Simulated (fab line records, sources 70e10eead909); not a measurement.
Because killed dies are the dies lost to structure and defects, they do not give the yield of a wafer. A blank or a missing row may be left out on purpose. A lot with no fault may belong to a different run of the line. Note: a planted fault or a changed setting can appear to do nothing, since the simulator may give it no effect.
Which of the tools did it? ; flow nand harc ; 11 lots, 33 wafers sampled, at 6 steps of a route of 1302

## WHAT THE GAUGES SHOWED, per wafer
NHARC_P_GATE_CD_MEAS_11: target cd 1640 nm. Usual: cd nm at 1639.8 nm, with a standard deviation of 1.4.
lot;measured;on;cd nm (nm);flag
L343;day 5 06:22;cd sem-03;1640.4 1641.0 1640.0;
L345;day 6 01:43;cd sem-03;1640.3 1637.7 1637.2;
L346;day 6 15:39;cd sem-03;1638.9 1639.0 1638.7;
L347;day 7 00:05;cd sem-01;1640.1 1639.1 1641.8;
L348;day 7 09:53;cd sem-03;- - -;OFF
L359;day 11 18:51;cd sem-03;1640.4 1640.0 1639.2;
L360;day 12 07:15;cd sem-03;1639.3 1637.2 1639.9;
L361;day 13 00:35;cd sem-03;1636.9 1639.4 1639.0;
L362;day 13 04:38;cd sem-01;1639.6 1638.1 1642.3;
L363;day 13 15:46;cd sem-02;1642.1 1639.1 1639.3;
L364;day 14 07:08;cd sem-01;1641.5 1638.5 1640.4;

NHARC_END_SORT_01. Usual: killed at array 52, standard deviation 17; killed at other 0.9, standard deviation 1.2; killed at periphery 3.9, standard deviation 2.7; killed dies 57, standard deviation 16; killed open 3.3, standard deviation 1.9; killed short 2.5, standard deviation 1.5.
lot;measured;on;killed at array;killed at other;killed at periphery;killed dies;killed open;killed short;flag
L348;day 27 23:05;prober-01;49 61 58;0 1 1;628 615 618;677 677 677;5 5 3;1 5 3;OFF

## TOOL THAT RAN EACH LOT (tool first, then ch and the chambers of the sampled wafers, then the start)
lot;NHARC_P_ZERO_WELL_DESCUM_13;NHARC_P_ZERO_WELL_DESCUM_39;NHARC_P_GATE_EXPOSE_08;NHARC_P_GATE_HM_OPEN_105
L343;rie diel-13 ch 0,2, day 2 17:24;rie diel-04 ch 0,1,3, day 2 20:10;krf scanner-03 ch 0, day 5 06:13;rie diel-08 ch 0,2,3, no start
L345;rie diel-11 ch 0,1,3, day 3 13:24;rie diel-13 ch 0,3, day 3 16:28;krf scanner-04 ch 0, day 6 01:34;rie diel-08 ch 0,1, no start
L346;rie diel-04 ch 0,1, day 3 23:19;rie diel-13 ch 0,2,3, day 4 02:19;krf scanner-04 ch 0, day 6 15:30;rie diel-03 ch 1,3, no start
L347;rie diel-13 ch 1,2,3, day 4 09:25;rie diel-13 ch 1,2,3, day 4 12:34;krf scanner-04 ch 0, day 6 23:56;rie diel-03 ch 1,2,3, no start
L348;rie diel-13 ch 0,2,3, day 4 19:17;rie diel-04 ch 0,3, day 4 22:16;krf scanner-03 ch 0, day 7 09:44;rie diel-01 ch 0,2,3, day 27 23:05 or earlier
L359;rie diel-04 ch 1,3, day 9 09:17;rie diel-11 ch 0,2, day 9 12:18;krf scanner-04 ch 0, day 11 18:41;rie diel-01 ch 0,3, no start
L360;rie diel-11 ch 0,2,3, day 9 19:27;rie diel-11 ch 0,2,3, day 9 22:26;krf scanner-03 ch 0, day 12 07:06;rie diel-01 ch 0,1,2, no start
L361;rie diel-13 ch 1,3, day 10 05:23;rie diel-11 ch 0,1,3, day 10 08:24;krf scanner-03 ch 0, day 13 00:26;rie diel-01 ch 0,2, no start
L362;rie diel-13 ch 0,2, day 10 15:23;rie diel-04 ch 1,3, day 10 18:16;krf scanner-03 ch 0, day 13 04:29;rie diel-08 ch 1,3, no start
L363;rie diel-13 ch 0,1,2, day 11 01:16;rie diel-04 ch 0,2,3, day 11 04:16;krf scanner-02 ch 0, day 13 15:37;rie diel-03 ch 0,2,3, no start
L364;rie diel-11 ch 0,1,2, day 11 11:19;rie diel-13 ch 0,1,3, day 11 14:19;krf scanner-02 ch 0, day 14 06:59;rie diel-08 ch 2,3, no start
- NHARC_P_ZERO_WELL_DESCUM_13: chemistry O2, time 3 s.
- NHARC_P_ZERO_WELL_DESCUM_39: chemistry O2, time 3 s.
- NHARC_P_GATE_EXPOSE_08: exposes mask P HV.
- NHARC_P_GATE_HM_OPEN_105: chemistry O2/COS, target depth 360 nm.

## WHAT THE TOOLS THEMSELVES READ (means of the sampled wafers that have a number; where no wafer has one, the mark that the record gives instead)
NHARC_P_ZERO_WELL_DESCUM_13. Usual: drypump motor current A 5.7 A, standard deviation 0.47; mfc ar sccm 0.002 sccm, standard deviation 0.0042; oes product au 1.003 a.u., standard deviation 0.011; rf vpp V 57.7 V, standard deviation 0.96; showerhead plenum p Torr 1.91 Torr, standard deviation 0.1; throttle valve pct 11.311 %, standard deviation 0.0086.
lot;tool;drypump motor current A (A);mfc ar sccm (sccm);oes product au (a.u.);rf vpp V (V);showerhead plenum p Torr (Torr);throttle valve pct (%);flag
L343;rie diel-13;5.8;0.000;1.007;57.9;1.99;11.310;
L345;rie diel-11;5.5;0.005;0.990;57.5;1.81;11.309;
L346;rie diel-04;5.4;0.000;0.998;58.2;2.00;11.318;
L347;rie diel-13;5.7;0.002;1.003;57.3;1.87;11.309;
L348;rie diel-13;6.0;0.002;1.012;57.9;1.92;11.311;
L359;rie diel-04;5.1;0.000;1.005;57.5;1.88;11.311;
L360;rie diel-11;5.6;0.005;1.000;57.3;1.97;11.307;
L361;rie diel-13;5.6;0.002;1.009;56.5;1.98;11.317;
L362;rie diel-13;5.9;0.000;1.011;58.5;1.94;11.313;
L363;rie diel-13;5.6;0.000;1.008;58.0;1.99;11.316;
L364;rie diel-11;5.7;0.005;0.997;57.6;1.89;11.302;

NHARC_P_ZERO_WELL_DESCUM_39. Usual: drypump motor current A 5.6 A, standard deviation 0.49; mfc ar sccm 0.002 sccm, standard deviation 0.0037; oes product au 0.999 a.u., standard deviation 0.01; rf vpp V 57.7 V, standard deviation 0.94; showerhead plenum p Torr 1.90 Torr, standard deviation 0.099; throttle valve pct 11.311 %, standard deviation 0.0089.
lot;tool;drypump motor current A (A);mfc ar sccm (sccm);oes product au (a.u.);rf vpp V (V);showerhead plenum p Torr (Torr);throttle valve pct (%);flag
L343;rie diel-04;5.5;0.000;1.003;57.7;1.95;11.308;
L345;rie diel-13;6.2;0.002;1.005;57.6;1.90;11.302;
L346;rie diel-13;6.0;0.002;1.003;57.7;1.92;11.311;
L347;rie diel-13;5.7;0.002;1.006;58.5;1.87;11.313;
L348;rie diel-04;5.9;0.000;0.987;57.8;1.92;11.309;
L359;rie diel-11;5.8;0.005;0.993;57.3;1.96;11.312;
L360;rie diel-11;5.6;0.005;0.989;58.6;1.97;11.316;
L361;rie diel-11;5.5;0.005;0.998;57.9;1.90;11.309;
L362;rie diel-04;5.1;0.000;0.998;58.1;1.94;11.312;
L363;rie diel-04;5.6;0.001;1.002;57.4;1.85;11.302;
L364;rie diel-13;5.9;0.002;1.017;58.2;1.93;11.315;

NHARC_P_GATE_EXPOSE_08. Usual: exposure dose mJ cm2 at 16.749, with a standard deviation of 0.018.
lot;tool;exposure dose mJ cm2;flag
L343;krf scanner-03;16.729;
L345;krf scanner-04;16.742;
L346;krf scanner-04;16.732;
L347;krf scanner-04;16.748;
L348;krf scanner-03;16.738;
L359;krf scanner-04;16.745;
L360;krf scanner-03;16.738;
L361;krf scanner-03;16.750;
L362;krf scanner-03;16.757;
L363;krf scanner-02;16.744;
L364;krf scanner-02;16.744;

NHARC_P_GATE_HM_OPEN_105. Usual: drypump motor current A 5.5 A, standard deviation 0.34; mfc ar sccm 0.012 sccm, standard deviation 0.015; oes product au 1.004 a.u., standard deviation 0.0088; rf vpp V 468.0 V, standard deviation 2.6; showerhead plenum p Torr 3.16 Torr, standard deviation 0.12; throttle valve pct 28.330 %, standard deviation 0.0092.
lot;tool;drypump motor current A (A);mfc ar sccm (sccm);oes product au (a.u.);rf vpp V (V);showerhead plenum p Torr (Torr);throttle valve pct (%);flag
L343;rie diel-08;5.6;0.011;1.008;468.0;3.16;28.334;
L345;rie diel-08;5.2;0.000;1.006;464.9;3.01;28.331;
L346;rie diel-03;5.8;0.036;0.985;468.4;3.20;28.336;
L347;rie diel-03;5.9;0.025;0.992;469.5;3.24;28.320;
L348;rie diel-01;5.5;0.012;1.005;469.4;3.19;28.333;
L359;rie diel-01;5.4;0.000;1.004;466.4;3.13;28.331;
L360;rie diel-01;5.4;0.014;1.006;468.4;3.18;28.324;
L361;rie diel-01;5.6;0.024;1.003;470.2;3.24;28.321;
L362;rie diel-08;5.4;0.003;1.002;467.2;3.12;28.327;
L363;rie diel-03;5.7;0.012;0.997;468.0;3.16;28.341;
L364;rie diel-08;5.6;0.019;1.004;469.4;3.25;28.337;

## THE ANSWER, worked out from the rows above alone
Rule: a lot counts as off when the mean over its wafers that have a number is more than 3 standard deviations away from the usual mean. Also off: a lot with no number at a reading for which 4 or more lots have one. All remaining lots with rows at the step are treated as sound. The gauges are gone through in route order, then the tools' own readings, and for those a lot's mean is taken as printed above. At the first step where some lot is off, the reading lying furthest off is the one used; lots without a number count as furthest.
Off: L348, at NHARC_P_GATE_CD_MEAS_11 (cd nm). Without a number there: L348.
A tool fits if, at a process step before that reading, it ran every lot that is off, and no sound lot after the first of them. The gauges at NHARC_P_GATE_CD_MEAS_11 aren't tried: what is off there is off at NHARC_END_SORT_01 too, on other tools, and a gauge's error can't cause that. Of those tried, none fits.

## WHAT THE SIMULATOR HAD PUT IN
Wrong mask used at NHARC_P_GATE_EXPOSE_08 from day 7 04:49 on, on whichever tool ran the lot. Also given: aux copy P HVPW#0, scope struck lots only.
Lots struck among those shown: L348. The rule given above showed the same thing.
